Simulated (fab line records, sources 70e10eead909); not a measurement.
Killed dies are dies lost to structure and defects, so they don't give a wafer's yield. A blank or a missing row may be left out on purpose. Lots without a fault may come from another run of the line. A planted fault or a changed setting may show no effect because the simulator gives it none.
Chamber matching | flow nand_harc | NHARC_P_M0_ETCH_34 on rie_diel-02: 4 sister chambers
The step etches the open film in N2/H2, target depth 40 nm, overetch 12 nm, time 43.94 s. 8 wafers are shown with their chamber, then 8 later ones without.

WAFERS WITH THEIR CHAMBER
wafer  | chamber | rf_vpp_V (V) | oes_product_au (a.u.)
L077.1 | 0       | 430.4        | 1.001
L079.4 | 2       | 433.2        | 0.999
L079.5 | 2       | 436.2        | 1.001
L079.6 | 3       | 430.0        | 0.992
L083.3 | 1       | 434.7        | 1.001
L083.5 | 1       | 434.9        | 1.011
L083.6 | 0       | 429.0        | 1.008
L088.2 | 3       | 430.3        | 1.000

WAFERS WITHOUT THEIR CHAMBER
wafer  | rf_vpp_V (V) | oes_product_au (a.u.)
L088.5 | 436.2        | 1.007
L088.6 | 429.7        | 1.021
L086.2 | 430.4        | 0.993
L086.4 | 434.2        | 1.012
L086.6 | 433.8        | 1.008
L092.2 | 429.0        | 0.988
L092.5 | 435.6        | 1.000
L092.6 | 428.4        | 0.999

WHICH CHAMBER EACH WENT THROUGH
wafer  | from the rows above     | in truth
L088.5 | can't be placed: 1 or 2 | 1
L088.6 | can't be placed: 0 or 3 | 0
L086.2 | can't be placed: 3 or 0 | 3
L086.4 | can't be placed: 1 or 2 | 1
L086.6 | can't be placed: 1 or 2 | 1
L092.2 | can't be placed: 3 or 0 | 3
L092.5 | can't be placed: 2 or 1 | 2
L092.6 | can't be placed: 0 or 3 | 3
Placed correctly: 0 of 8. Can't be placed from these rows: 8 (the true chamber is among the candidates in 8). Placed wrongly: 0.
How it was worked out, from the rows above alone: a wafer's distance from a chamber is the root of the sum, over the readings, of the square of ((its reading less the chamber's mean) divided by the reading's scatter). The wafer belongs to the nearest chamber; if the next one is less than 2 further off, it can't be placed. A chamber's mean is the mean of its shown wafers. The scatter: the root of (the sum of the squares of (reading less its chamber's mean) over the shown wafers, divided by (wafers less chambers)).
